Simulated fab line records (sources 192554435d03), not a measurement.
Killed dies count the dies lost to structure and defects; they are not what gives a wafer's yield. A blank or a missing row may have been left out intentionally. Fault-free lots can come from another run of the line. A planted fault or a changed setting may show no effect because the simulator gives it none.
Which of the tools did it? -- flow n5 finfet -- 11 lots, 29 wafers sampled, at 6 steps of a route of 1938

## WHAT EACH GAUGE READ, for each wafer
N5_BEOL_M4_RC_MEAS_101.
lot,measured,on,DIBL_N (mV/V),DIBL_P (mV/V),IOFF_N (nA/um),IOFF_P (nA/um),ION_N (uA/um),ION_P (uA/um),SS_N (mV/dec),SS_P (mV/dec),VT_N (mV),VT_P (mV)
L212,day 8 00:46,prober-01,34.7 36.7 37.3,33.7 36.4 36.6,0.115 0.153 0.167,0.16 0.20 0.21,634 675 669,440 463 453,70.6 71.1 71.8,73.0 73.7 73.5,256 251 247,-254 -254 -252
L214,day 8 03:03,prober-01,36.7 34.2 35.7,36.8 34.3 35.8,0.158 0.117 0.134,0.21 0.17 0.19,646 669 655,448 460 453,72.1 70.9 71.5,72.9 72.4 72.8,253 255 255,-252 -253 -253
L213,day 8 22:20,prober-02,32.4 36.0,32.2 37.7,0.104 0.163,0.16 0.24,659 668,454 465,70.0 71.6,72.6 73.4,254 248,-251 -250
L215,day 8 23:31,prober-02,37.9 36.7 37.4,38.4 36.5 37.5,0.224 0.184 0.204,0.29 0.26 0.29,698 659 689,474 458 469,71.8 71.6 72.0,73.8 74.0 73.9,242 247 246,-245 -246 -245
L216,day 8 23:44,prober-01,33.9 36.1 36.2,32.1 34.9 35.1,0.117 0.152 0.156,0.17 0.20 0.21,671 688 692,464 466 476,70.1 70.9 71.3,72.3 73.4 73.6,253 248 249,-250 -250 -247
L217,day 9 02:35,prober-02,37.0 36.6,38.1 38.4,0.178 0.183,0.21 0.22,667 674,455 467,71.7 71.6,74.1 74.4,250 246,-252 -251
L219,day 9 23:08,prober-02,36.9 37.3,35.9 36.5,0.197 0.203,0.25 0.25,699 670,475 458,71.1 71.3,74.2 74.4,242 246,-245 -247
L227,day 11 23:38,prober-02,33.3 32.8 35.4,33.7 34.1 36.4,0.127 0.126 0.161,0.19 0.19 0.24,666 664 675,462 464 469,70.3 70.7 71.8,72.5 72.5 73.6,251 251 247,-249 -251 -247
L231,day 13 00:38,prober-01,34.3 36.1,33.0 35.3,0.113 0.139,0.16 0.19,673 674,463 468,70.9 70.2,72.8 73.2,253 251,-253 -253
L232,day 13 03:50,prober-01,32.4 32.4 35.7,31.6 31.9 36.2,0.116 0.120 0.183,0.19 0.19 0.26,656 666 680,460 462 475,70.9 71.7 71.9,71.7 72.3 73.1,254 252 246,-251 -249 -245
L235,day 14 15:52,prober-01,34.9 36.2 35.0,36.4 37.9 36.3,0.155 0.173 0.146,0.21 0.23 0.20,684 678 675,468 465 472,71.1 71.8 71.4,73.1 74.0 73.0,248 246 248,-249 -250 -250

## TOOL THAT RAN EACH LOT (tool first, then ch and the chambers of the sampled wafers, then the start)
lot,N5_BEOL_M2_ANNEAL_87,N5_BEOL_M2_SPUTTER_94,N5_BEOL_M2_ANNEAL_95,N5_BEOL_M2_ECD_50,N5_BEOL_M2_CMP_52
L212,"pvd sputter-03, day 6 18:52","pvd sputter-03, day 6 19:40","pvd sputter-03, day 6 19:44","ecd cu-02 ch 0,1, day 6 20:00","cmp-04 ch 1,2, day 6 20:39"
L214,"pvd sputter-03, day 7 06:17","pvd sputter-03, day 7 07:05","pvd sputter-03, day 7 07:10","ecd cu-01 ch 0,1, day 7 07:26","cmp-02 ch 0,2,3, day 7 07:50"
L213,"pvd sputter-03, day 7 18:52","pvd sputter-03, day 7 19:40","pvd sputter-03, day 7 19:45","ecd cu-01 ch 0,1, day 7 20:00","cmp-02 ch 1,2, day 7 20:43"
L215,"pvd sputter-02, day 7 20:32","pvd sputter-02, day 7 21:20","pvd sputter-02, day 7 21:25","ecd cu-02 ch 0,1, day 7 21:40","cmp-04 ch 0,3, day 7 22:02"
L216,"pvd sputter-01, day 7 20:51","pvd sputter-01, day 7 21:39","pvd sputter-01, day 7 21:44","ecd cu-01 ch 0,1, day 7 21:59","cmp-02 ch 0,1,3, day 7 22:40"
L217,"pvd sputter-01, day 7 22:59","pvd sputter-01, day 7 23:47","pvd sputter-01, day 7 23:52","ecd cu-02 ch 0,1, day 8 00:08","cmp-02 ch 0,1, day 8 00:34"
L219,"pvd sputter-02, day 8 18:26","pvd sputter-02, day 8 19:14","pvd sputter-02, day 8 19:19","ecd cu-01 ch 0,1, day 8 19:34","cmp-01 ch 0,1, day 8 19:58"
L227,"pvd sputter-03, day 10 23:19","pvd sputter-03, day 11 00:07","pvd sputter-03, day 11 00:12","ecd cu-01 ch 0,1, day 11 00:28","cmp-01 ch 0,3, day 11 00:53"
L231,"pvd sputter-02, day 11 08:49","pvd sputter-02, day 11 13:23","pvd sputter-02, day 11 13:28","ecd cu-02 ch 0,1, day 11 13:49","cmp-04 ch 0,1, day 11 14:25"
L232,"pvd sputter-03, day 11 18:28","pvd sputter-03, day 11 19:16","pvd sputter-03, day 11 19:20","ecd cu-02 ch 0,1, day 11 19:37","cmp-04 ch 2,3, day 11 20:01"
L235,"pvd sputter-02, day 13 01:25","pvd sputter-02, day 13 02:13","pvd sputter-02, day 13 02:18","ecd cu-02 ch 0,1, day 13 02:34","cmp-04 ch 1,2,3, day 13 03:03"
- N5_BEOL_M2_ANNEAL_87: time 240 s.
- N5_BEOL_M2_SPUTTER_94: material Cu, target thk 4.5 nm, time 8.29 s.
- N5_BEOL_M2_ANNEAL_95: time 240 s.
- N5_BEOL_M2_ECD_50: material Cu, target thk 300 nm.
- N5_BEOL_M2_CMP_52: polishes, stops on SiOC, t overpolish 6.8 s, target thk 40 nm.

## WHAT THE TOOLS THEMSELVES READ (means of the sampled wafers that have a number; where no wafer has one, the mark that the record gives instead)
N5_BEOL_M2_ANNEAL_87.
lot,tool,heater power w (W)
L212,pvd sputter-03,748
L214,pvd sputter-03,806
L213,pvd sputter-03,778
L215,pvd sputter-02,890
L216,pvd sputter-01,888
L217,pvd sputter-01,794
L219,pvd sputter-02,821
L227,pvd sputter-03,699
L231,pvd sputter-02,854
L232,pvd sputter-03,750
L235,pvd sputter-02,796

N5_BEOL_M2_SPUTTER_94.
lot,tool,throttle valve pct (%)
L212,pvd sputter-03,30.0
L214,pvd sputter-03,30.4
L213,pvd sputter-03,30.6
L215,pvd sputter-02,29.0
L216,pvd sputter-01,29.8
L217,pvd sputter-01,30.4
L219,pvd sputter-02,29.9
L227,pvd sputter-03,29.9
L231,pvd sputter-02,29.6
L232,pvd sputter-03,30.3
L235,pvd sputter-02,30.0

N5_BEOL_M2_ANNEAL_95.
lot,tool,heater power w (W)
L212,pvd sputter-03,746
L214,pvd sputter-03,797
L213,pvd sputter-03,786
L215,pvd sputter-02,890
L216,pvd sputter-01,888
L217,pvd sputter-01,790
L219,pvd sputter-02,818
L227,pvd sputter-03,699
L231,pvd sputter-02,854
L232,pvd sputter-03,745
L235,pvd sputter-02,804

N5_BEOL_M2_CMP_52.
lot,tool,motor current A (A),time to endpoint s (s)
L212,cmp-04,6.4,59
L214,cmp-02,6.1,58
L213,cmp-02,5.9,58
L215,cmp-04,5.8,68
L216,cmp-02,5.6,58
L217,cmp-02,5.7,60
L219,cmp-01,5.6,60
L227,cmp-01,6.2,40
L231,cmp-04,6.2,64
L232,cmp-04,6.2,61
L235,cmp-04,6.4,58

## THE ANSWER, worked out from the rows above alone
Rule: usual is defined by the lots themselves. Put in order of their means at a reading, lots are off if they are a third of the lots or fewer, leave a main group of 4 or more, and stand apart from it by a gap of 3 or more times the standard deviation of the main group's means; of several such gaps the widest counts. Not used: any main group whose means are identical at the precision the tables above print for the reading. A lot without any number at a reading at which 4 lots or more have one is off too. All remaining lots with rows at the step are treated as sound. First the gauges in route order, then the tools' own readings, where a lot's mean is used as printed above. At the first step where some lot is off, the reading lying furthest off is the one used; lots without a number count as furthest.
Off: L227, at N5_BEOL_M2_CMP_52 (time to endpoint s). The main group has a mean of 60 s with a standard deviation of 3.1.
A tool fits if, at that step or a process step before it, it ran every lot that is off, and no sound lot after the first of them. This does not decide it: 2 tools fit, namely ecd cu-01 at N5_BEOL_M2_ECD_50 and cmp-01 at N5_BEOL_M2_CMP_52.

## WHAT WAS PUT IN BY THE SIMULATOR
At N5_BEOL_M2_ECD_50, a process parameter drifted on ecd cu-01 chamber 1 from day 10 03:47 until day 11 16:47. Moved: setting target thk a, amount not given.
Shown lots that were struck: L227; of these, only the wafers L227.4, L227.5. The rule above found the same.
